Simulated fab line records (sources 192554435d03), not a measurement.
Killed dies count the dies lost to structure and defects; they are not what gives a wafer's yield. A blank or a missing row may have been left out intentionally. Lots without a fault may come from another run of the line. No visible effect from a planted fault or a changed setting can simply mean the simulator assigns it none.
Which tool was responsible?    flow n5_finfet    route of 1938 steps, sampled at 1 step: 11 lots, 30 wafers

== WHAT THE GAUGES SHOWED, per wafer ==
N5_BEOL_M9_INSPECT_13: inspects for defects (brightfield). Usual: raw_defect_count 397, standard deviation 85.
lot   measured      on                 raw_defect_count  flag
L727  day 9 19:23   defect_inspect-01  551 364 388       
L726  day 9 23:46   defect_inspect-02  337 444 344       
L733  day 11 12:35  defect_inspect-02  221 384           
L735  day 11 16:01  defect_inspect-02  292 304           
L736  day 12 18:34  defect_inspect-02  331 340           
L739  day 12 23:28  defect_inspect-02  367 278 425       
L743  day 14 08:09  defect_inspect-01  574 493 343       
L746  day 14 15:33  defect_inspect-01  509 433 431       
L744  day 14 20:35  defect_inspect-01  455 394 407       
L747  day 14 23:45  defect_inspect-01  388 378 300       
L749  day 15 06:26  defect_inspect-02  432 446 578       

== WHAT TOOL EACH LOT RAN ON (gives the tool, then ch and the chambers of the sampled wafers, and finally the start) ==
Before these readings, the record contains no process step.

== AS READ BY THE TOOLS THEMSELVES (means over the sampled wafers that have a number; for cases with no such wafer, the mark the record gives instead) ==
The record holds no such reading with a usual standard deviation.

== THE ANSWER, worked out from the rows above alone ==
Rule: lot off if the mean of its wafers having a number is beyond 3 standard deviations from the usual mean. A lot without any number at a reading at which 4 lots or more have one is off too. All remaining lots with rows at the step are treated as sound. First the gauges in route order, then the tools' own readings, where a lot's mean is used as printed above. The first step at which some lot is off is used, and at that step the reading that is off furthest; a lot without a number counts as furthest.
No lot is off at any reading shown: from this, nothing can be told.

== WHAT THE SIMULATOR PUT IN ==
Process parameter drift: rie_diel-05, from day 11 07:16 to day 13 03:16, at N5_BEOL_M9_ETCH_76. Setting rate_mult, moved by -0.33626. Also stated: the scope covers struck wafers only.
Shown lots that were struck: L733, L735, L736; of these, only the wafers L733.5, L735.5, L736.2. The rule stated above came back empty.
